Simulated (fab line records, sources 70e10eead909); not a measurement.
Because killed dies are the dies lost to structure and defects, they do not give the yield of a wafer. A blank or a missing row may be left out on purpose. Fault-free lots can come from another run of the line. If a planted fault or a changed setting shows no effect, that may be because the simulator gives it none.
Struck lot and sound lot, side by side | flow nand_harc | 14 steps out of a route of 1159
Sound: the wafers L900.2, L900.4, L900.6. Wafers struck: L903.2, L903.3, L903.6. Last of all comes the cause.
Order at every step that has rows: each side's tool, ch and its chambers, its first start. Under that, the readings that differ: sound wafers | struck wafers | difference of the means | sigmas: that difference in standard deviations of wafers without a fault.
alike: same words and numbers on both sides, and readings whose means sit less than 2 such deviations apart. not compared: any withheld reading, any reading some wafer has no value for, any bound like >300 that may hide the same value, and any number with overlapping values for which the record gives no deviation.
A row with sigmas, a row that says differs or no value, or rows on one side alone: a step with any of these is where the two part. When numbers do not overlap yet have no deviation, they are printed without sigmas and do not part them. A reading that every wafer of one side lacks parts them only if that side has two wafers or more.

NHARC_P_GATE_CD_MEAS_59 targets a cd of 720 nm.
  sound on cd_sem-01 ch 0, day 6 14:58; struck on cd_sem-03 ch 0, day 7 09:07
  alike: cd_nm
then, 1 step without rows for these wafers: NHARC_P_GATE_HARDBAKE_60 (time 80 s).
NHARC_P_GATE_DESCUM_61: chemistry O2, time 3 s.
  sound on rie_diel-13 ch 0,2, day 6 15:08; struck on rie_diel-11 ch 0,1,3, day 7 09:17
  alike: drypump_motor_current_A, oes_product_au, rf_vpp_V, showerhead_plenum_p_Torr, throttle_valve_pct
  not compared: rf_hours_counter_h
after that, 1 step had no rows for these wafers: NHARC_P_GATE_IMPLANT_62.
NHARC_P_GATE_STRIP_112: strips in N2/H2, time 200 s.
  sound on plasma_asher-01 ch 0,1, day 6 15:47; struck on plasma_asher-01 ch 0,1, day 7 09:52
  alike: drypump_motor_current_A, heater_power_w
  not compared: rf_hours_counter_h
NHARC_P_GATE_STRIP_76: strips in O2.
  sound on plasma_asher-01 ch 0,1, day 6 16:01; struck on plasma_asher-01 ch 0,1, day 7 10:05
  alike: drypump_motor_current_A, heater_power_w
  not compared: rf_hours_counter_h
then, 6 steps without rows for these wafers: NHARC_P_GATE_STRIP_63 (strips in SPM, time 900 s); NHARC_P_GATE_DEHYDRATE_83 (time 120 s); NHARC_P_GATE_HMDS_84 (time 30 s); NHARC_P_GATE_COAT_85; NHARC_P_GATE_SOFTBAKE_86 (time 95 s); NHARC_P_GATE_EBR_87.
NHARC_P_GATE_EXPOSE_88: exposes mask P HVN, target cd 2000 nm.
  sound on krf_scanner-03 ch 0, day 6 16:47; struck on krf_scanner-01 ch 0, day 7 10:44
  reading                        | sound             | struck      | difference | sigmas
  model.P_GATE.overlay_x_nm (nm) | 2.853 2.853 2.853 | 125 125 125 | +122       |
  alike: mask
then, 1 step without rows for these wafers: NHARC_P_GATE_PEB_89 (peb time 85 s).

== WHERE THEY PART ==
Nowhere in this record.

WHY: what had been put in by the simulator
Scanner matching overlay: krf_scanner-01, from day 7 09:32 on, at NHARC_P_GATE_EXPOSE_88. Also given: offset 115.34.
